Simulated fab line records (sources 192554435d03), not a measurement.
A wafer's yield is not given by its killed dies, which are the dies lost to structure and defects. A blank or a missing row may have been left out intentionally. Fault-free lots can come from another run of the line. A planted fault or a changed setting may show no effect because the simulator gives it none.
fab line records | flow n5_finfet
[record] lots = 5 | wafers = 15 | last_day = 17
route steps=1938 shown BEOL_M6@1228
lots that met no fault: from a run of the same line without faults
start_h: the number of hours between the record's first day and the start of the first shown wafer of the lot | wait_h: hours from the lot's prior step to this one | " unchanged from the row above | L1.1+2: several wafers, shown together as one row | - no value present, or no start provided | * or withheld: withheld | < > ~ a bound
route shown NAME@n: NAME is a module with steps in the file, n the number in the route of the first one | usual: mean/standard deviation of fault-free wafers | same: alike in all rows | chamber/n: place in a boat | sites: each site's reading | _std_site: how widely they spread, as a standard deviation | _edge_site: outer sites' mean less inner sites' | radius_mm: how far each site lies from the wafer's centre | mask NAME#n: copy n | behind: the tool/chamber that last shaped the wafer | hold: cause of the lot's hold/its duration in hours/its outcome | device: whichever transistor did not switch (one of n, p or np) | end of line: the route-end tests of the same wafers | a step with no rows: only its recipe | killed: not the wafer's yield, but the dies lost to structure and defects at the first sort | map: shows each die of a wafer: x if killed, . if not, _ if none is there
set.NAME: the run value of the setting; set.NAME@STEP: its run value at that earlier step | model.NAME: the simulator's own value behind a step, which no gauge read
lots at selected steps of the route; one table per step, one row per wafer
services: from which hour (start_h, from the record's first day; less than 0 if before it) a tool's chamber was out of use, for how many hours, and why
[[steps]]
[step N5_BEOL_M6_OVL_MEAS_29]
[recipe] points_per_wafer = 522
[usual] V5_OVL = 0.1/0.67
lot.wafer | tool       | chamber | start_h | wait_h | V5_OVL[nm]
L078.1    | overlay-01 | 0       | 207.23  | 0.0    | -0.3
L078.2    | "          | 0       | "       | "      | -0.7
L078.6    | "          | 0       | "       | "      | -0.6
L079.2    | overlay-01 | 0       | 209.33  | 0.0    | 1.1
L079.3    | "          | 0       | "       | "      | 0.1
L079.6    | "          | 0       | "       | "      | 0.5
L080.1    | overlay-01 | 0       | 214.47  | 0.0    | -0.1
L080.4    | "          | 0       | "       | "      | 0.3
L080.6    | "          | 0       | "       | "      | 0.3
L088.1    | overlay-02 | 0       | 263.96  | 0.0    | -0.6
L088.5    | "          | 0       | "       | "      | -1.5
L088.6    | "          | 0       | "       | "      | 0.4
L095.1    | overlay-02 | 0       | 321.67  | 0.0    | 1.9
L095.4    | "          | 0       | "       | "      | 0.5
L095.5    | "          | 0       | "       | "      | 1.3
[step N5_BEOL_M6_INSPECT_30]
[recipe] mode = adi | inspect_instrument = brightfield
[usual] raw_defect_count = 425/110
lot.wafer | tool              | chamber | start_h | wait_h | raw_defect_count
L078.1    | defect_inspect-02 | -       | 207.29  | 0.1    | 806
L078.2    | "                 | -       | "       | "      | 621
L078.6    | "                 | -       | "       | "      | 592
L079.2    | defect_inspect-01 | -       | 209.38  | 0.0    | 399
L079.3    | "                 | -       | "       | "      | 432
L079.6    | "                 | -       | "       | "      | 464
L080.1    | defect_inspect-02 | -       | 214.53  | 0.1    | 278
L080.4    | "                 | -       | "       | "      | 350
L080.6    | "                 | -       | "       | "      | 395
L088.1    | defect_inspect-01 | -       | 264.02  | 0.1    | 386
L088.5    | "                 | -       | "       | "      | 388
L088.6    | "                 | -       | "       | "      | 281
L095.1    | defect_inspect-01 | -       | 321.73  | 0.1    | 410
L095.4    | "                 | -       | "       | "      | 449
L095.5    | "                 | -       | "       | "      | 408
[step N5_BEOL_M6_DESCUM_33]
[recipe] chemistry = O2 | time_s = 7 | source_power_w = 50 | bias_power_w = 20 | pressure_mtorr = 20 | rf_frequency_hz = 2.712e+07 | temp_c = 40 | resist = CAR-EUV | o2_flow_sccm = 225
[usual] drypump_motor_current_A = 5.7/0.43 | oes_product_au = 0.79/0.089 | rf_vpp_V = 244.0/1.1 | showerhead_plenum_p_Torr = 2.14/0.042 | throttle_valve_pct = 20.36/0.19
lot.wafer | tool        | chamber | start_h | wait_h | drypump_motor_current_A | oes_product_au | rf_hours_counter_h | rf_vpp_V | showerhead_plenum_p_Torr | throttle_valve_pct
L078.1    | rie_diel-03 | 1       | 207.51  | 0.2    | 5.3                     | 0.85           | 49                 | 244.4    | 2.14                     | 20.52
L078.2    | "           | 0       | "       | "      | 5.9                     | 0.89           | 41                 | 246.1    | 2.22                     | 20.26
L078.6    | "           | 1       | "       | "      | 5.3                     | 0.85           | -                  | 244.0    | 2.14                     | 20.51
L079.2    | rie_diel-03 | 1       | 209.41  | 0.0    | 5.3                     | 0.85           | 50                 | 243.6    | 2.14                     | 20.49
L079.3    | "           | 2       | "       | "      | 5.3                     | 0.67           | 235                | 244.9    | 2.16                     | 20.29
L079.6    | "           | 0       | "       | "      | 5.9                     | 0.89           | -                  | 246.2    | 2.22                     | 20.29
L080.1    | rie_diel-03 | 3       | 214.56  | 0.0    | 5.2                     | 0.69           | 210                | 243.6    | 2.15                     | 20.44
L080.4    | "           | 0       | "       | "      | 5.9                     | 0.87           | 43                 | 246.2    | 2.22                     | 20.28
L080.6    | "           | 1       | "       | "      | 5.3                     | 0.83           | -                  | 242.8    | 2.14                     | 20.49
L088.1    | rie_diel-03 | 0       | 264.22  | 0.2    | 5.9                     | 0.85           | 62                 | 246.5    | 2.21                     | 20.32
L088.5    | "           | 3       | "       | "      | 5.2                     | 0.68           | -                  | 244.0    | 2.15                     | 20.48
L088.6    | "           | 0       | "       | "      | 5.8                     | 0.86           | -                  | 243.5    | 2.21                     | 20.31
L095.1    | rie_diel-05 | 2       | 322.15  | 0.4    | 6.0                     | 0.85           | 42                 | 244.1    | 2.11                     | 20.23
L095.4    | "           | 0       | "       | "      | 6.4                     | 1.03           | 0                  | 242.9    | 2.13                     | 19.82
L095.5    | "           | 3       | "       | "      | 5.7                     | 0.89           | -                  | 242.8    | 2.05                     | 20.48
[step N5_BEOL_M6_ETCH_72]
[recipe] chemistry = N2/H2 | target = underlayer | target_depth_a = 65 | mask_material = CAR-EUV | time_s = 5.2 | ion_energy_ev = 200 | pressure_mtorr = 30 | source_w = 840 | bias_w = 150 | n2_flow_sccm = 200 | h2_flow_sccm = 200 | ends = cleared
[usual] drypump_motor_current_A = 5.7/0.43 | etch_rf_on_time_s = 5.27/0.13 | h2_flow_sccm = 200.0/0.62 | oes_product_au = 0.67/0.074 | rf_vpp_V = 525.6/1.9 | showerhead_plenum_p_Torr = 2.60/0.055 | throttle_valve_pct = 17.80/0.2
lot.wafer | tool        | chamber | start_h | wait_h | drypump_motor_current_A | etch_rf_on_time_s | h2_flow_sccm | oes_product_au | rf_hours_counter_h | rf_vpp_V | showerhead_plenum_p_Torr | throttle_valve_pct
L078.1    | rie_diel-03 | 1       | 207.55  | 0.0    | 5.3                     | 5.34              | 199.7        | 0.70           | 49                 | 525.4    | 2.57                     | 17.72
L078.2    | "           | 0       | "       | "      | 5.9                     | 5.28              | 199.6        | 0.74           | 41                 | 528.9    | 2.70                     | 17.69
L078.6    | "           | 1       | "       | "      | 5.3                     | 5.34              | 198.5        | 0.72           | -                  | 526.5    | 2.57                     | 17.69
L079.2    | rie_diel-03 | 1       | 209.45  | 0.0    | 5.3                     | 5.40              | 200.1        | 0.71           | 50                 | 526.2    | 2.57                     | 17.72
L079.3    | "           | 2       | "       | "      | 5.3                     | 5.19              | 201.0        | 0.58           | 235                | 524.1    | 2.63                     | 17.88
L079.6    | "           | 0       | "       | "      | 5.8                     | 5.37              | 199.3        | 0.73           | -                  | 529.1    | 2.70                     | 17.69
L080.1    | rie_diel-03 | 3       | 214.60  | 0.0    | 5.2                     | 5.58              | 200.7        | 0.57           | 210                | 526.7    | 2.64                     | 18.02
L080.4    | "           | 0       | "       | "      | 5.9                     | 5.40              | 200.6        | 0.73           | 43                 | 528.8    | 2.70                     | 17.67
L080.6    | "           | 1       | "       | "      | 5.4                     | 5.47              | 201.2        | 0.70           | -                  | 526.8    | 2.57                     | 17.71
L088.1    | rie_diel-03 | 0       | 264.26  | 0.0    | 5.9                     | 5.31              | 199.3        | 0.71           | 62                 | 527.7    | 2.69                     | 17.72
L088.5    | "           | 3       | "       | "      | 5.3                     | 5.43              | 200.0        | 0.57           | -                  | 526.5    | 2.63                     | 18.02
L088.6    | "           | 0       | "       | "      | 5.9                     | 5.31              | 199.6        | 0.71           | -                  | 528.0    | 2.69                     | 17.71
L095.1    | rie_diel-05 | 2       | 322.19  | 0.0    | 5.9                     | 5.20              | 199.0        | 0.73           | 42                 | 525.5    | 2.59                     | 17.80
L095.4    | "           | 0       | "       | "      | 6.5                     | 5.26              | 200.7        | 0.86           | 0                  | 525.3    | 2.60                     | 17.32
L095.5    | "           | 3       | "       | "      | 5.7                     | 5.11              | 201.1        | 0.76           | -                  | 521.2    | 2.50                     | 18.04
[step N5_BEOL_M6_ETCH_65]
[recipe] chemistry = CF4 | target = SiARC | target_depth_a = 156 | mask_material = CAR-EUV | time_s = 26 | ion_energy_ev = 80 | pressure_mtorr = 40 | source_w = 545 | bias_w = 36 | Ar_flow_sccm = 100 | cf4_flow_sccm = 100 | ends = cleared
[usual] drypump_motor_current_A = 5.7/0.43 | etch_rf_on_time_s = 26.2/0.62 | oes_product_au = 0.67/0.074 | rf_vpp_V = 184.7/1.1 | showerhead_plenum_p_Torr = 2.19/0.043 | throttle_valve_pct = 15.54/0.18
lot.wafer | tool        | chamber | start_h | wait_h | drypump_motor_current_A | etch_rf_on_time_s | oes_product_au | rf_hours_counter_h | rf_vpp_V | showerhead_plenum_p_Torr | throttle_valve_pct
L078.1    | rie_diel-03 | 1       | 207.56  | 0.0    | 5.3                     | 26.6              | 0.72           | 49                 | 185.4    | 2.18                     | 15.56
L078.2    | "           | 0       | "       | "      | 5.8                     | 26.9              | 0.73           | 41                 | 187.2    | 2.27                     | 15.47
L078.6    | "           | 1       | "       | "      | 5.4                     | 26.6              | 0.71           | -                  | 184.5    | 2.18                     | 15.57
L079.2    | rie_diel-03 | 1       | 209.46  | 0.0    | 5.3                     | 26.5              | 0.72           | 50                 | 183.2    | 2.18                     | 15.56
L079.3    | "           | 2       | "       | "      | 5.3                     | 26.0              | 0.57           | 235                | 184.2    | 2.20                     | 15.51
L079.6    | "           | 0       | "       | "      | 5.9                     | 26.8              | 0.73           | -                  | 184.5    | 2.27                     | 15.47
L080.1    | rie_diel-03 | 3       | 214.61  | 0.0    | 5.3                     | 26.7              | 0.59           | 210                | 183.8    | 2.20                     | 15.62
L080.4    | "           | 0       | "       | "      | 5.9                     | 26.5              | 0.73           | 43                 | 186.1    | 2.27                     | 15.48
L080.6    | "           | 1       | "       | "      | 5.3                     | 26.4              | 0.72           | -                  | 185.0    | 2.18                     | 15.58
L088.1    | rie_diel-03 | 0       | 264.27  | 0.0    | 5.8                     | 26.4              | 0.71           | 62                 | 186.6    | 2.26                     | 15.52
L088.5    | "           | 3       | "       | "      | 5.3                     | 27.4              | 0.57           | -                  | 184.2    | 2.19                     | 15.68
L088.6    | "           | 0       | "       | "      | 5.9                     | 27.0              | 0.71           | -                  | 185.4    | 2.26                     | 15.52
L095.1    | rie_diel-05 | 2       | 322.20  | 0.0    | 5.9                     | 25.9              | 0.73           | 42                 | 183.6    | 2.18                     | 15.51
L095.4    | "           | 0       | "       | "      | 6.4                     | 26.3              | 0.86           | 0                  | 185.3    | 2.19                     | 15.00
L095.5    | "           | 3       | "       | "      | 5.7                     | 25.6              | 0.76           | -                  | 183.3    | 2.09                     | 15.56
[step N5_BEOL_M6_ETCH_66]
[recipe] chemistry = N2/H2 | target = SOC | target_depth_a = 800 | overetch_a = 160 | mask_material = SiARC | temp_c = 40 | time_s = 120 | ion_energy_ev = 200 | pressure_mtorr = 30 | source_w = 840 | bias_w = 150 | n2_flow_sccm = 200 | h2_flow_sccm = 200
[usual] drypump_motor_current_A = 5.7/0.43 | h2_flow_sccm = 200.1/0.63 | oes_product_au = 0.60/0.065 | rf_vpp_V = 525.5/1.7 | showerhead_plenum_p_Torr = 2.60/0.055 | throttle_valve_pct = 17.76/0.2
lot.wafer | tool        | chamber | start_h | wait_h | drypump_motor_current_A | h2_flow_sccm | oes_product_au | rf_hours_counter_h | rf_vpp_V | showerhead_plenum_p_Torr | throttle_valve_pct
L078.1    | rie_diel-03 | 1       | 207.59  | 0.0    | 5.3                     | 199.0        | 0.66           | 49                 | 523.5    | 2.57                     | 17.68
L078.2    | "           | 0       | "       | "      | 5.9                     | 200.3        | 0.67           | 41                 | 528.4    | 2.70                     | 17.64
L078.6    | "           | 1       | "       | "      | 5.3                     | 200.2        | 0.66           | -                  | 524.0    | 2.57                     | 17.67
L079.2    | rie_diel-03 | 1       | 209.49  | 0.0    | 5.4                     | 199.8        | 0.66           | 50                 | 524.2    | 2.57                     | 17.66
L079.3    | "           | 2       | "       | "      | 5.3                     | 199.6        | 0.52           | 235                | 526.3    | 2.63                     | 17.81
L079.6    | "           | 0       | "       | "      | 5.8                     | 201.0        | 0.67           | -                  | 527.7    | 2.70                     | 17.65
L080.1    | rie_diel-03 | 3       | 214.64  | 0.0    | 5.3                     | 199.6        | 0.54           | 210                | 526.6    | 2.64                     | 17.97
L080.4    | "           | 0       | "       | "      | 5.9                     | 201.1        | 0.67           | 43                 | 526.6    | 2.70                     | 17.64
L080.6    | "           | 1       | "       | "      | 5.3                     | 199.5        | 0.64           | -                  | 524.9    | 2.57                     | 17.68
L088.1    | rie_diel-03 | 0       | 264.30  | 0.0    | 5.8                     | 198.7        | 0.65           | 62                 | 526.2    | 2.69                     | 17.67
L088.5    | "           | 3       | "       | "      | 5.3                     | 201.0        | 0.53           | -                  | 526.9    | 2.63                     | 18.02
L088.6    | "           | 0       | "       | "      | 5.9                     | 200.0        | 0.64           | -                  | 528.4    | 2.69                     | 17.69
L095.1    | rie_diel-05 | 2       | 322.23  | 0.0    | 6.0                     | 199.9        | 0.66           | 42                 | 525.9    | 2.59                     | 17.75
L095.4    | "           | 0       | "       | "      | 6.4                     | 200.1        | 0.78           | 0                  | 525.4    | 2.60                     | 17.28
L095.5    | "           | 3       | "       | "      | 5.7                     | 199.3        | 0.67           | -                  | 523.2    | 2.50                     | 18.01
[step N5_BEOL_M6_STRIP_69]
[recipe] chemistry = N2/H2 | temp_c = 40 | n2_flow_sccm = 200 | h2_flow_sccm = 200 | rf_frequency_hz = 6e+07
lot.wafer  | tool        | chamber | start_h | wait_h
L078.1+2+6 | rie_diel-03 | 1,0,1   | 207.67  | 0.0
L079.2+3+6 | rie_diel-03 | 1,2,0   | 209.57  | 0.0
L080.1+4+6 | rie_diel-03 | 3,0,1   | 214.72  | 0.0
L088.1+5+6 | rie_diel-03 | 0,3,0   | 264.38  | 0.0
L095.1+4+5 | rie_diel-05 | 2,0,3   | 322.31  | 0.0
[[services]]
tool        | chamber | start_h | hours | kind
rie_diel-05 | 2       | 202.05  | -     | clean
rie_diel-05 | 2       | 202.05  | -     | consumable_replace:focus_ring
rie_diel-05 | 2       | 202.05  | 14.4  | scheduled_down
rie_diel-05 | 2       | 202.05  | 14.4  | vent_cycle
rie_diel-05 | 3       | 216.48  | -     | clean
rie_diel-05 | 3       | 216.48  | -     | consumable_replace:focus_ring
rie_diel-05 | 3       | 216.48  | 20.3  | scheduled_down
rie_diel-05 | 3       | 216.48  | 20.3  | vent_cycle
rie_diel-05 | -       | 228.13  | 0.4   | repair
rie_diel-03 | 2       | 254.30  | -     | clean
rie_diel-03 | 2       | 254.30  | -     | consumable_replace:focus_ring
rie_diel-03 | 2       | 254.30  | 22.5  | scheduled_down
rie_diel-03 | 2       | 254.30  | 22.5  | vent_cycle
rie_diel-05 | 2       | 271.67  | 4.7   | repair
rie_diel-05 | 1       | 291.08  | 6.5   | repair
rie_diel-03 | 1       | 302.27  | 7.5   | repair
rie_diel-05 | 0       | 309.54  | -     | clean
rie_diel-05 | 0       | 309.54  | -     | consumable_replace:focus_ring
rie_diel-05 | 0       | 309.54  | 12.0  | scheduled_down
rie_diel-05 | 0       | 309.54  | 12.0  | vent_cycle
rie_diel-03 | 3       | 315.27  | -     | clean
rie_diel-03 | 3       | 315.27  | -     | consumable_replace:focus_ring
rie_diel-03 | 3       | 315.27  | 38.3  | scheduled_down
rie_diel-03 | 3       | 315.27  | 38.3  | vent_cycle
[[key]]
fault none
